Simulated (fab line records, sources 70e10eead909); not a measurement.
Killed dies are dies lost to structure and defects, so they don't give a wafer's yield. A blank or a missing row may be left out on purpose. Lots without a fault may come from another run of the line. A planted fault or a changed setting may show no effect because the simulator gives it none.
fab line records | flow nand_harc
record lots=7 wafers=21 last_day=34
route steps=1302 shown A_CHANNEL_HOLE_D2@598 A_CHANNEL_FILL_D2@610 END@1302
lots that met no fault: from a run of the same line without faults
start_h: hours from the record's first day to the start of the lot's first wafer shown | wait_h: hours since the lot's step before | " the same as in the row above | L1.1+2: a row that stands for several wafers | - no value, or no start given | * or withheld: withheld | < > ~ a bound
route shown NAME@n: a module of which the file shows steps, and the number in the route of the first | usual: mean/standard deviation of fault-free wafers | same: alike in all rows | chamber/n: place in a boat | sites: the reading at each site | _std_site: their standard deviation | _edge_site: outer sites' mean less inner sites' | radius_mm: how far each site lies from the wafer's centre | mask NAME#n: copy n | behind: the tool/chamber that last shaped the wafer | hold: why the lot was held/for how many hours/how that ended | device: the transistor (n, p or np) that didn't switch | end of line: the same wafers' tests at the end of the route | a step without rows: its recipe alone | killed: dies lost to structure and defects at the first sort, not the wafer's yield | map: a wafer's dies, x killed, . not, _ none there
set.NAME: the setting as run; set.NAME@STEP: as run at that earlier step | model.NAME: the simulator's own value behind a step, which no gauge read
lots at some steps of the route; a table a step, a row a wafer
services: from which hour (start_h, from the record's first day; less than 0 if before it) a tool's chamber was out of use, for how many hours, and why
## steps
# step NHARC_A_CHANNEL_HOLE_D2_ETCH_26
# recipe bias_v=300 source_w=2000 pressure_mtorr=30 time_s=224.1 ar_flow_sccm=375 c4f8_flow_sccm=11.4 o2_flow_sccm=113.6 temp_c=-20 target_depth_a=3000 chemistry=C4F8/O2/Ar
# usual drypump_motor_current_A=5.6/0.45 showerhead_plenum_p_Torr=3.70/0.055 throttle_valve_pct=24.584/0.0097
# columns lot.wafer tool chamber start_h wait_h drypump_motor_current_A rf_hours_counter_h showerhead_plenum_p_Torr throttle_valve_pct
L750.2 har_etch-02 1 303.97 0.7 5.4 370 3.77 24.582
L750.1 " 0 " " 6.3 370 3.77 24.600
L750.3 " 1 " " 5.4 - 3.77 24.586
L757.2 har_etch-02 1 375.10 0.7 5.4 412 3.75 24.561
L757.4 " 1 " " 5.4 - 3.75 24.586
L757.6 " 1 " " 5.4 - 3.75 24.576
L756.3 har_etch-01 1 378.71 0.5 5.1 - 3.63 24.586
L756.5 " 1 " " 5.1 - 3.63 24.576
L756.6 " 0 " " 5.7 - 3.72 24.575
L758.1 har_etch-01 1 397.76 0.7 5.1 209 3.63 24.588
L758.2 " 0 " " 5.7 209 3.71 24.588
L758.6 " 1 " " 5.1 - 3.63 24.588
L770.3 har_etch-01 0 526.82 0.5 5.7 - 3.67 24.587
L770.4 " 1 " " 5.1 - 3.59 24.561
L770.5 " 0 " " 5.7 - 3.67 24.578
L772.1 har_etch-02 1 526.93 0.7 5.4 77 3.70 24.604
L772.2 " 0 " " 6.4 77 3.70 24.581
L772.6 " 1 " " 5.4 - 3.70 24.587
L771.4 har_etch-01 1 531.00 0.5 5.1 - 3.58 24.591
L771.3 " 0 " " 5.7 - 3.67 24.588
L771.5 " 0 " " 5.7 - 3.67 24.586
# step NHARC_A_CHANNEL_HOLE_D2_ETCH_27
# recipe bias_v=400 source_w=2000 pressure_mtorr=25 time_s=90 ar_flow_sccm=375 c4f8_flow_sccm=41.7 o2_flow_sccm=83.3 temp_c=-20 target_depth_a=4000 chemistry=C4F8/O2/Ar
# usual drypump_motor_current_A=5.6/0.44 showerhead_plenum_p_Torr=3.70/0.054 throttle_valve_pct=27.619/0.0085
# columns lot.wafer tool chamber start_h wait_h drypump_motor_current_A rf_hours_counter_h showerhead_plenum_p_Torr throttle_valve_pct
L750.2 har_etch-02 1 304.17 0.2 5.4 370 3.77 27.624
L750.1 " 0 " " 6.3 370 3.77 27.611
L750.3 " 1 " " 5.4 - 3.77 27.616
L757.2 har_etch-02 1 375.30 0.2 5.4 413 3.74 27.615
L757.4 " 1 " " 5.4 - 3.74 27.622
L757.6 " 1 " " 5.4 - 3.74 27.637
L756.3 har_etch-01 1 378.90 0.2 5.1 - 3.63 27.617
L756.5 " 1 " " 5.1 - 3.63 27.637
L756.6 " 0 " " 5.7 - 3.71 27.619
L758.1 har_etch-01 1 397.96 0.2 5.1 210 3.62 27.614
L758.2 " 0 " " 5.7 210 3.70 27.611
L758.6 " 1 " " 5.1 - 3.62 27.615
L770.3 har_etch-01 0 527.02 0.2 5.7 - 3.66 27.613
L770.4 " 1 " " 5.1 - 3.58 27.621
L770.5 " 0 " " 5.7 - 3.66 27.616
L772.1 har_etch-02 1 527.13 0.2 5.4 77 3.70 27.623
L772.2 " 0 " " 6.3 77 3.70 27.617
L772.6 " 1 " " 5.4 - 3.70 27.635
L771.4 har_etch-01 1 531.20 0.2 5.1 - 3.58 27.625
L771.3 " 0 " " 5.7 - 3.66 27.626
L771.5 " 0 " " 5.7 - 3.66 27.601
# step NHARC_A_CHANNEL_HOLE_D2_STRIP_41
# recipe n2_flow_sccm=150 h2_flow_sccm=150 ar_flow_sccm=0 bias_w=0 chemistry=N2/H2
# step NHARC_A_CHANNEL_HOLE_D2_STRIP_42
# recipe cf4_flow_sccm=100 chf3_flow_sccm=30 ar_flow_sccm=0 bias_w=0 chemistry=CF4/CHF3
# step NHARC_A_CHANNEL_HOLE_D2_STRIP_43
# recipe o2_flow_sccm=400 cos_flow_sccm=20 ar_flow_sccm=0 bias_w=0 chemistry=O2/COS
# step NHARC_A_CHANNEL_HOLE_D2_ETCH_44
# recipe target_depth_a=1400 overetch_a=140 time_s=77 ion_energy_ev=100 cf4_flow_sccm=80 o2_flow_sccm=20 ar_flow_sccm=0 rf_w=300 bias_w=100 chemistry=CF4/O2
# usual bias_w=99.98/0.3 drypump_motor_current_A=5.8/0.61 oes_product_au=1.001/0.0092 rf_vpp_V=197.8/1.4 showerhead_plenum_p_Torr=1.34/0.047 throttle_valve_pct=13.398/0.0095
# columns lot.wafer tool chamber start_h wait_h bias_w drypump_motor_current_A oes_product_au rf_hours_counter_h rf_vpp_V showerhead_plenum_p_Torr throttle_valve_pct
L750.3 rie_diel-06 2 304.92 0.0 100.15 6.2 1.006 11.0 194.9 1.27 13.404
L750.1 " 3 " " 100.15 4.8 0.991 11.0 198.4 1.38 13.394
L750.2 " 0 " " 99.65 6.3 0.993 8.6 198.9 1.40 13.400
L757.4 rie_diel-11 0 376.04 0.1 99.93 5.7 0.994 5.0 199.5 1.42 13.400
L757.2 " 3 " " 99.91 5.7 1.013 5.4 195.4 1.26 13.409
L757.6 " 0 " " 99.72 5.7 0.976 - 197.9 1.42 13.401
L756.3 rie_diel-06 0 379.58 0.1 99.93 6.3 0.996 3.9 198.2 1.40 13.406
L756.5 " 0 " " 99.44 6.3 0.995 - 200.8 1.40 13.399
L756.6 " 1 " " 100.25 4.9 0.990 - 198.1 1.34 13.389
L758.2 rie_diel-06 0 398.71 0.1 100.04 6.3 0.998 4.3 198.5 1.40 13.396
L758.1 " 1 " " 100.26 4.9 0.997 5.0 197.9 1.34 13.402
L758.6 " 0 " " 100.20 6.3 1.003 - 198.9 1.40 13.393
L770.4 rie_diel-06 2 527.70 0.0 99.61 6.2 0.988 2.1 196.6 1.27 13.386
L770.3 " 1 " " 100.30 4.9 0.987 2.5 198.2 1.34 13.400
L770.5 " 3 " " 100.27 4.8 1.007 - 198.2 1.38 13.416
L772.2 rie_diel-09 3 527.87 0.1 100.92 5.4 1.010 1.4 197.4 1.32 13.414
L772.1 " 0 " " 99.95 6.5 0.999 1.3 197.3 1.29 13.408
L772.6 " 0 " " 100.20 6.5 1.008 - 197.3 1.29 13.401
L771.4 rie_diel-09 2 531.88 0.1 99.86 6.4 0.984 0.9 200.2 1.34 13.411
L771.3 " 3 " " 99.87 5.4 1.017 1.6 197.1 1.32 13.385
L771.5 " 2 " " 99.96 6.4 0.980 - 198.9 1.34 13.409
# step NHARC_A_CHANNEL_HOLE_D2_STRIP_28
# recipe o2_flow_sccm=500 ar_flow_sccm=0 bias_w=0 chemistry=O2
# usual drypump_motor_current_A=5.8/0.6 oes_product_au=1.000/0.0097 rf_vpp_V=57.8/0.93 showerhead_plenum_p_Torr=3.53/0.12 throttle_valve_pct=17.036/0.0082
# same bias_w=0
# columns lot.wafer tool chamber start_h wait_h drypump_motor_current_A oes_product_au rf_hours_counter_h rf_vpp_V showerhead_plenum_p_Torr throttle_valve_pct
L750.1 rie_diel-06 0 - - 6.3 1.001 8.7 57.7 3.69 17.033
L750.3 " 2 " " 6.2 1.001 11.1 56.2 3.36 17.039
L750.2 " 3 " " 4.9 0.999 11.0 57.8 3.64 17.045
L757.2 rie_diel-11 1 - - 4.8 1.009 4.8 58.9 3.72 17.034
L757.4 " 2 " " 5.5 0.988 5.2 56.9 3.40 17.047
L757.6 " 0 " " 5.7 0.981 - 57.7 3.73 17.034
L756.3 rie_diel-06 3 - - 4.8 0.998 3.5 59.5 3.64 17.038
L756.5 " 0 " " 6.3 0.996 - 58.4 3.69 17.046
L756.6 " 1 " " 4.9 1.000 - 57.3 3.55 17.034
L758.2 rie_diel-06 2 - - 6.2 0.998 4.6 58.8 3.36 17.032
L758.1 " 0 " " 6.3 1.005 4.3 58.9 3.69 17.044
L758.6 " 3 " " 4.8 1.002 - 60.2 3.64 17.029
L770.4 rie_diel-06 3 - - 4.8 1.006 2.1 57.4 3.64 17.034
L770.3 " 0 " " 6.3 0.999 1.6 58.0 3.68 17.035
L770.5 " 3 " " 4.8 1.008 - 57.9 3.64 17.043
L772.1 rie_diel-09 1 - - 6.2 0.994 1.3 57.3 3.56 17.042
L772.2 " 0 " " 6.5 0.995 1.3 57.1 3.42 17.022
L772.6 " 2 " " 6.4 0.982 - 58.7 3.55 17.033
L771.3 rie_diel-09 0 - - 6.5 0.996 1.4 56.2 3.42 17.047
L771.4 " 1 " " 6.1 1.005 1.5 59.7 3.56 17.038
L771.5 " 0 " " 6.5 0.999 - 58.1 3.42 17.027
# step NHARC_A_CHANNEL_HOLE_D2_PRECLEAN_29
# recipe time_s=* temp_c=50 bath_age_min=0 chemistry=SC1
# step NHARC_A_CHANNEL_HOLE_D2_SRD_30
# step NHARC_A_CHANNEL_HOLE_D2_CD_MEAS_31
# usual cd_nm=89.8/1.3
# columns lot.wafer tool chamber start_h wait_h cd_nm
L750.1 cd_sem-03 - 305.72 - 88.4
L750.2 " - " " 90.1
L750.3 " - " " 89.8
L757.2 cd_sem-01 - 376.84 - 91.1
L757.4 " - " " 90.1
L757.6 " - " " 89.8
L756.3 cd_sem-02 - 380.38 - 88.2
L756.5 " - " " 87.1
L756.6 " - " " 89.3
L758.1 cd_sem-02 - 399.51 - 90.4
L758.2 " - " " 89.4
L758.6 " - " " 89.5
L770.3 cd_sem-02 - 528.51 - 90.8
L770.4 " - " " 88.5
L770.5 " - " " 89.4
L772.1 cd_sem-03 - 528.68 - 91.5
L772.2 " - " " 89.4
L772.6 " - " " 91.7
L771.3 cd_sem-02 - 532.68 - 90.1
L771.4 " - " " 91.9
L771.5 " - " " 91.5
# step NHARC_A_CHANNEL_HOLE_D2_XSEM_32
# recipe landing_energy_ev=35000
# usual bot_cd_nm=74.3/1.4 bow_nm=8.67/0.19 tilt_deg=0.07/0.035
# same landing_energy_ev=35000
# columns lot.wafer tool chamber start_h wait_h bot_cd_nm bow_nm tilt_deg
L750.1 xsem-02 0 305.81 0.1 72.2 8.68 0.06
L750.2 " 0 " " 73.1 8.60 0.07
L750.3 " 0 " " 73.5 8.53 0.07
L757.2 xsem-02 0 376.93 0.1 75.6 8.44 0.10
L757.4 " 0 " " 74.5 8.54 0.10
L757.6 " 0 " " 74.0 8.55 0.10
L756.3 xsem-02 0 380.47 0.1 72.5 8.93 0.13
L756.5 " 0 " " 72.3 8.88 0.13
L756.6 " 0 " " 73.8 8.82 0.13
L758.1 xsem-02 0 399.60 0.1 75.5 8.41 0.11
L758.2 " 0 " " 74.5 8.39 0.11
L758.6 " 0 " " 74.8 8.47 0.11
L770.3 xsem-02 0 528.60 0.1 75.0 8.42 0.07
L770.4 " 0 " " 73.5 8.40 0.07
L770.5 " 0 " " 72.9 8.44 0.07
L772.1 xsem-01 0 528.77 0.1 75.2 8.50 0.04
L772.2 " 0 " " 73.1 8.58 0.04
L772.6 " 0 " " 75.5 8.54 0.04
L771.3 xsem-02 0 532.78 0.1 74.5 8.55 0.05
L771.4 " 0 " " 76.6 8.46 0.05
L771.5 " 0 " " 76.3 8.54 0.04
# step NHARC_A_CHANNEL_HOLE_D2_INSPECT_40
# usual raw_defect_count=278/85
# columns lot.wafer tool chamber start_h wait_h raw_defect_count
L750.1 defect_inspect-02 - 305.91 - 360
L750.2 " - " " 315
L750.3 " - " " 352
L757.2 defect_inspect-02 - 377.02 - 431
L757.4 " - " " 461
L757.6 " - " " 479
L756.3 defect_inspect-02 - 380.56 - 236
L756.5 " - " " 264
L756.6 " - " " 247
L758.1 defect_inspect-02 - 399.70 - 335
L758.2 " - " " 242
L758.6 " - " " 237
L770.3 defect_inspect-02 - 528.69 - 207
L770.4 " - " " 318
L770.5 " - " " 244
L772.1 defect_inspect-02 - 528.87 - 236
L772.2 " - " " 266
L772.6 " - " " 161
L771.3 defect_inspect-02 - 532.87 - 363
L771.4 " - " " 287
L771.5 " - " " 356
# step NHARC_A_CHANNEL_FILL_D2_PRECLEAN_00
# recipe time_s=* temp_c=50 bath_age_min=0 chemistry=SC1
# usual bath_age_min=0/0 bath_guard_temp_C=49.9/0.42 nh4oh_flow_mL_min=28.30/0.098
# columns lot.wafer tool chamber start_h wait_h bath_age_min bath_guard_temp_C nh4oh_flow_mL_min
L750.2 wet_bench-06 1 305.98 0.1 0 48.9 28.34
L750.3 " 2 " " 0 50.6 28.28
L750.1 " 3 " " 0 50.7 28.30
L757.6 wet_bench-01 5 377.07 0.0 - - -
L757.2 " 6 " " - - -
L757.4 " 1 " " - - -
L756.3 wet_bench-01 2 380.61 0.0 - - -
L756.6 " 5 " " - - -
L756.5 " 6 " " - - -
L758.2 wet_bench-01 6 399.77 0.1 - - -
L758.1 " 7 " " - - -
L758.6 " 0 " " - - -
L770.3 wet_bench-06 4 528.74 0.0 0 49.5 28.19
L770.5 " 7 " " 0 49.8 28.25
L770.4 " 1 " " 0 48.6 27.92
L772.6 wet_bench-01 0 528.92 0.0 0 50.1 28.10
L772.2 " 2 " " 0 50.4 28.35
L772.1 " 4 " " 0 49.2 28.37
L771.5 wet_bench-01 0 532.92 0.0 0 50.1 28.33
L771.4 " 3 " " 0 50.1 28.25
L771.3 " 5 " " 0 49.9 28.15
# step NHARC_A_CHANNEL_FILL_D2_SRD_01
# step NHARC_END_SORT_01
# recipe temp_c=25
# usual killed_at_array=57/17 killed_at_other=0.5/0.82 killed_at_periphery=4.0/2.8 killed_dies=61/18 killed_open=2.9/2 killed_short=2.3/1.7
# same gross_dies=677
# columns lot.wafer tool chamber start_h wait_h killed_at_array killed_at_other killed_at_periphery killed_dies killed_open killed_short
L756.3 prober-02 0 639.66 3.1 53 0 6 59 5 1
L756.5 prober-02 0 641.24 3.7 56 1 3 60 3 4
L756.6 prober-02 0 642.03 3.9 73 0 7 80 7 1
L758.1 prober-01 0 657.96 2.5 64 2 3 69 0 4
L758.2 prober-01 0 658.75 2.8 45 3 3 51 2 1
L758.6 prober-01 0 661.94 4.0 70 0 1 71 4 2
L771.3 prober-02 0 794.50 3.1 71 0 2 73 1 6
L771.4 prober-02 0 795.29 3.4 61 0 6 67 2 1
L771.5 prober-02 0 796.08 3.7 56 0 2 58 1 1
L772.1 prober-01 0 803.15 2.5 34 0 6 40 2 4
L772.2 prober-01 0 803.96 2.8 47 0 3 50 2 2
L772.6 prober-01 0 807.18 4.0 47 0 8 55 6 4
# killed by level:class
L756.3 A_SLIT:chamber_film_flake=28 A_CHANNEL_HOLE_D2:chamber_film_flake=11 A_STAIRCASE:chamber_film_flake=5 A_CHANNEL_HOLE_D1:chamber_film_flake=2 A_DECK1_JOINT:chamber_film_flake=2 P_STI:geometric_particle:open=1 P_M0:geometric_particle:short=1 P_M0:geometric_particle:open=1
L756.5 A_SLIT:chamber_film_flake=27 A_CHANNEL_HOLE_D2:chamber_film_flake=15 A_STAIRCASE:chamber_film_flake=6 A_CHANNEL_HOLE_D1:chamber_film_flake=3 P_M1:geometric_particle:open=2 A_CHANNEL_FILL_D1:geometric_particle:short=1 A_DECK1_JOINT:geometric_particle:short=1 A_CHANNEL_HOLE_D2:geometric_particle:short=1
L756.6 A_SLIT:chamber_film_flake=31 A_CHANNEL_HOLE_D2:chamber_film_flake=15 A_CHANNEL_HOLE_D1:chamber_film_flake=9 A_STAIRCASE:chamber_film_flake=5 A_DECK1_JOINT:chamber_film_flake=3 P_M0:geometric_particle:open=2 P_M2:chamber_film_flake=2 A_CONTACT:chamber_film_flake=2
L758.1 A_CHANNEL_HOLE_D1:chamber_film_flake=33 A_CHANNEL_HOLE_D2:chamber_film_flake=20 A_CONTACT:chamber_film_flake=5 A_CHANNEL_FILL_D1:geometric_particle:short=2 P_BONDPAD:chamber_film_flake=2 A_DECK1_JOINT:geometric_particle:short=1 A_WL_FILL:geometric_particle:short=1 P_ZERO_WELL:chamber_film_flake=1
L758.2 A_CHANNEL_HOLE_D1:chamber_film_flake=19 A_CHANNEL_HOLE_D2:chamber_film_flake=15 THIN_TSV:chamber_film_flake=3 P_GATE:chamber_film_flake=2 A_SLIT:chamber_film_flake=2 A_DECK1_JOINT:chamber_film_flake=2 A_CONTACT:chamber_film_flake=2 A_CHANNEL_HOLE_D1:geometric_particle:open=1
L758.6 A_CHANNEL_HOLE_D1:chamber_film_flake=40 A_CHANNEL_HOLE_D2:chamber_film_flake=19 A_CONTACT:chamber_film_flake=3 P_CONTACT:geometric_particle:open=1 A_ONON_D1:geometric_particle:short=1 A_ONON_D1:geometric_particle:open=1 A_SGD_CUT:geometric_particle:short=1 A_CONTACT:geometric_particle:open=1
L771.3 A_CHANNEL_HOLE_D2:chamber_film_flake=29 A_CONTACT:chamber_film_flake=18 A_SLIT:chamber_film_flake=11 A_CHANNEL_HOLE_D1:chamber_film_flake=4 A_M1:chamber_film_flake=2 P_GATE:geometric_particle:short=1 P_M0:geometric_particle:short=1 A_CHANNEL_FILL_D1:geometric_particle:short=1
L771.4 A_CHANNEL_HOLE_D2:chamber_film_flake=33 A_CONTACT:chamber_film_flake=17 P_ZERO_WELL:chamber_film_flake=4 A_SLIT:chamber_film_flake=4 A_M1:chamber_film_flake=3 P_M1:geometric_particle:open=1 P_M2:geometric_particle:short=1 A_DECK1_JOINT:geometric_particle:open=1
L771.5 A_CHANNEL_HOLE_D2:chamber_film_flake=25 A_CONTACT:chamber_film_flake=13 A_SLIT:chamber_film_flake=7 A_CHANNEL_FILL_D1:chamber_film_flake=4 P_GATE:chamber_film_flake=2 A_CHANNEL_FILL_D1:geometric_particle:open=1 A_CHANNEL_FILL_D1:geometric_particle:short=1 A_DECK1_JOINT:chamber_film_flake=1
L772.1 A_CHANNEL_HOLE_D1:chamber_film_flake=14 A_CONTACT:chamber_film_flake=8 A_SLIT:chamber_film_flake=5 A_CHANNEL_FILL_D2:geometric_particle:short=2 P_ZERO_WELL:chamber_film_flake=2 P_CONTACT:geometric_particle:open=1 P_M0:geometric_particle:short=1 A_ONON_D1:geometric_particle:short=1
L772.2 A_CHANNEL_HOLE_D1:chamber_film_flake=19 A_SLIT:chamber_film_flake=12 A_CHANNEL_HOLE_D2:chamber_film_flake=6 A_CONTACT:chamber_film_flake=4 A_ONON_D2:geometric_particle:short=2 P_M0:geometric_particle:open=1 A_ONON_D2:geometric_particle:open=1 P_ZERO_WELL:chamber_film_flake=1
L772.6 A_CHANNEL_HOLE_D1:chamber_film_flake=17 A_CONTACT:chamber_film_flake=12 A_SLIT:chamber_film_flake=10 P_CONTACT:geometric_particle:short=2 P_M0:geometric_particle:open=2 P_GATE:chamber_film_flake=2 P_CONTACT:geometric_particle:open=1 P_M1:geometric_particle:open=1
## services
# columns tool chamber start_h hours kind
rie_diel-09 3 302.88 4.0 repair
rie_diel-06 - 307.20 9.0 pm
rie_diel-11 - 308.19 0.2 repair
rie_diel-09 - 320.10 9.0 pm
rie_diel-11 1 327.54 19.9 repair
wet_bench-01 - 343.46 1.2 repair
wet_bench-06 - 369.60 8.0 pm
rie_diel-09 2 376.29 6.3 repair
har_etch-02 - 377.00 17.0 pm
rie_diel-09 0 380.55 5.1 repair
rie_diel-06 1 388.48 7.5 repair
rie_diel-09 - 389.95 12.7 repair
rie_diel-11 2 394.70 2.8 repair
rie_diel-06 2 405.22 15.9 repair
wet_bench-01 - 412.75 8.3 repair
rie_diel-11 0 420.12 22.7 repair
rie_diel-11 - 432.50 9.0 pm
rie_diel-09 2 447.16 8.6 repair
wet_bench-01 - 453.65 8.0 pm
rie_diel-06 1 468.04 6.4 repair
rie_diel-11 1 474.23 6.2 repair
rie_diel-06 - 484.25 9.0 pm
rie_diel-09 - 497.13 9.0 pm
rie_diel-06 0 521.90 2.6 repair
## key
first_sign step=NHARC_A_CHANNEL_FILL_D2_PRECLEAN_00 reading=tool_record direction=missing
effect none on later readings
met_at NHARC_A_CHANNEL_FILL_D2_PRECLEAN_00
struck_wafers L756.3,L756.5,L756.6,L757.2,L757.4,L757.6,L758.1,L758.2,L758.6
tester_left_out L756,L757,L758
fault kind=skipped_step_whole tool=wet_bench-01 chamber=- onset_h=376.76 steps=NHARC_A_CHANNEL_FILL_D2_PRECLEAN_00 scope=struck_lots_only
# tester_left_out: of these lots the tester's yield and bins aren't shown, on N5 and GAA mostly nor the transistor test; their killed dies are dies lost to structure and defects alone, not to doping, threshold or leakage, so they don't give the yield
